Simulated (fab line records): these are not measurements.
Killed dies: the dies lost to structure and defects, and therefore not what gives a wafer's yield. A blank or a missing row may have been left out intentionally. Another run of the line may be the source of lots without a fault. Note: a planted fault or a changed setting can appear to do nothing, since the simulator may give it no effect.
Which tool was responsible? / flow n5-finfet / 9 lots, 26 wafers sampled, at 3 steps of a route of 1938

WHAT THE GAUGES READ, wafer by wafer
N5_SD_EPI_N_EPI_MEAS_23.
lot=L523; measured=day 3 12:38; on=film-metro-01; thk-nm (nm)=59.1 60.2 59.8
lot=L530; measured=day 5 08:31; on=film-metro-01; thk-nm (nm)=61.8 61.6 59.0
lot=L533; measured=day 5 23:10; on=film-metro-02; thk-nm (nm)=51.9 50.1 60.7
lot=L534; measured=day 6 03:42; on=film-metro-01; thk-nm (nm)=49.6 58.0
lot=L539; measured=day 7 08:59; on=film-metro-02; thk-nm (nm)=59.2 51.0 50.1
lot=L540; measured=day 7 16:38; on=film-metro-01; thk-nm (nm)=58.3 57.9 58.0
lot=L542; measured=day 8 11:10; on=film-metro-01; thk-nm (nm)=58.7 58.9 57.7
lot=L543; measured=day 8 18:58; on=film-metro-01; thk-nm (nm)=59.0 61.6 59.5
lot=L545; measured=day 8 23:13; on=film-metro-02; thk-nm (nm)=59.7 57.4 60.1

TOOL THAT RAN EACH LOT (tool first, then ch and the chambers of the sampled wafers, then the start)
lot=L523; N5_SPACER0_ALD_00=ald-sin-01 ch 0,2, day 3 07:44; N5_SD_EPI_N_EPI_21=epi-rpcvd-03 ch 0, day 3 10:44
lot=L530; N5_SPACER0_ALD_00=ald-sin-01 ch 2,3, day 5 04:05; N5_SD_EPI_N_EPI_21=epi-rpcvd-03 ch 0, day 5 07:21
lot=L533; N5_SPACER0_ALD_00=ald-sin-03 ch 0,3, day 5 18:59; N5_SD_EPI_N_EPI_21=epi-rpcvd-03 ch 0, day 5 21:43
lot=L534; N5_SPACER0_ALD_00=ald-sin-02 ch 0,1, day 5 23:14; N5_SD_EPI_N_EPI_21=epi-rpcvd-03 ch 0, day 6 02:16
lot=L539; N5_SPACER0_ALD_00=ald-sin-01 ch 1,2,3, day 7 04:41; N5_SD_EPI_N_EPI_21=epi-rpcvd-03 ch 0, day 7 07:17
lot=L540; N5_SPACER0_ALD_00=ald-sin-02 ch 0,1,3, day 7 12:17; N5_SD_EPI_N_EPI_21=epi-rpcvd-04 ch 0, day 7 15:12
lot=L542; N5_SPACER0_ALD_00=ald-sin-02 ch 1,2,3, day 8 06:14; N5_SD_EPI_N_EPI_21=epi-rpcvd-04 ch 0, day 8 09:59
lot=L543; N5_SPACER0_ALD_00=ald-sin-01 ch 0,1,2, day 8 14:09; N5_SD_EPI_N_EPI_21=epi-rpcvd-04 ch 0, day 8 17:14
lot=L545; N5_SPACER0_ALD_00=ald-sin-02 ch 0,2,3, day 8 18:41; N5_SD_EPI_N_EPI_21=epi-rpcvd-04 ch 0, day 8 21:31
- N5_SPACER0_ALD_00: deposits SiOCN, target thk 3.5 nm, pulse time 3 s, purge time 2 s.
- N5_SD_EPI_N_EPI_21: deposits Si:P, time 690 s.

THE ANSWER, worked out from the rows above alone
Rule: the lots themselves supply what counts as usual. The widest of any qualifying gaps counts: lots, ordered by their means at a reading, are off when they make up no more than a third of the lots, leave a main group of 4 or more, and stand apart from it by 3 or more times the standard deviation of that group's means. The tables above print the reading to a certain number of digits; a main group whose means all agree to those digits is not used. Also off: a lot with no number at a reading for which 4 or more lots have one. All remaining lots with rows at the step are treated as sound.
Off: L533, L534, L539, at N5_SD_EPI_N_EPI_MEAS_23 (thk-nm). For the main group the mean is 59.4 nm and the standard deviation 0.94.
A tool fits if, at a process step before that reading, it ran every lot that is off, and no sound lot after the first of them. The gauges at N5_SD_EPI_N_EPI_MEAS_23 are tried like those tools. One candidate fits, namely epi-rpcvd-03 at N5_SD_EPI_N_EPI_21. Its last sound lot is L530 (day 5 07:21), its first lot that is off L533 (day 5 21:43): a fault that began between those two fits.

WHAT THE SIMULATOR HAD INSERTED
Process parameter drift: epi-rpcvd-03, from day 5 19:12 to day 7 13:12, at N5_SD_EPI_N_EPI_21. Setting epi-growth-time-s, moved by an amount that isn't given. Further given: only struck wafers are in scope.
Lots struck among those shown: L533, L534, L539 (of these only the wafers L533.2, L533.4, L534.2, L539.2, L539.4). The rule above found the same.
